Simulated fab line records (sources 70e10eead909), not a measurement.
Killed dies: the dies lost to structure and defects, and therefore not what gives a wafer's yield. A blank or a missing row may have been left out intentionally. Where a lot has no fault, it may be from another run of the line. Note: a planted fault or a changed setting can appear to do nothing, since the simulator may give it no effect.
Which tool is to blame? + flow nandHarc + 33 wafers sampled from 11 lots at 1 step of a route of 1302

== WHAT THE GAUGES READ, wafer by wafer ==
NHARC_A_DECK1_JOINT_INSPECT_05.
| lot  | measured     | on               | rawDefectCount |
|------|--------------|------------------|----------------|
| L075 | day 12 20:14 | defectInspect-02 | 307 393 348    |
| L077 | day 13 16:23 | defectInspect-01 | 196 108 263    |
| L079 | day 13 23:33 | defectInspect-02 | 322 303 316    |
| L080 | day 14 19:56 | defectInspect-02 | 604 711 391    |
| L082 | day 15 15:30 | defectInspect-02 | 420 282 269    |
| L084 | day 16 19:16 | defectInspect-02 | 673 520 269    |
| L086 | day 17 13:51 | defectInspect-01 | 317 322 270    |
| L088 | day 18 19:28 | defectInspect-02 | 349 352 392    |
| L091 | day 19 08:02 | defectInspect-01 | 249 224 161    |
| L094 | day 20 16:48 | defectInspect-02 | 220 260 229    |
| L096 | day 21 09:59 | defectInspect-01 | 265 191 369    |

== TOOL THAT RAN EACH LOT (tool first, then ch and the chambers of the sampled wafers, then the start) ==
Record: no process step prior to these readings.

== THE ANSWER, worked out from the rows above alone ==
Rule: the lots themselves supply what counts as usual. The widest of any qualifying gaps counts: lots, ordered by their means at a reading, are off when they make up no more than a third of the lots, leave a main group of 4 or more, and stand apart from it by 3 or more times the standard deviation of that group's means. Not used: any main group whose means are identical at the precision the tables above print for the reading. A lot without any number at a reading at which 4 lots or more have one is off too. Where the step has rows for the other lots, those lots are counted as sound.
Across all readings shown, no lot is off: no conclusion can be drawn from this.

== WHAT HAD BEEN PUT IN BY THE SIMULATOR ==
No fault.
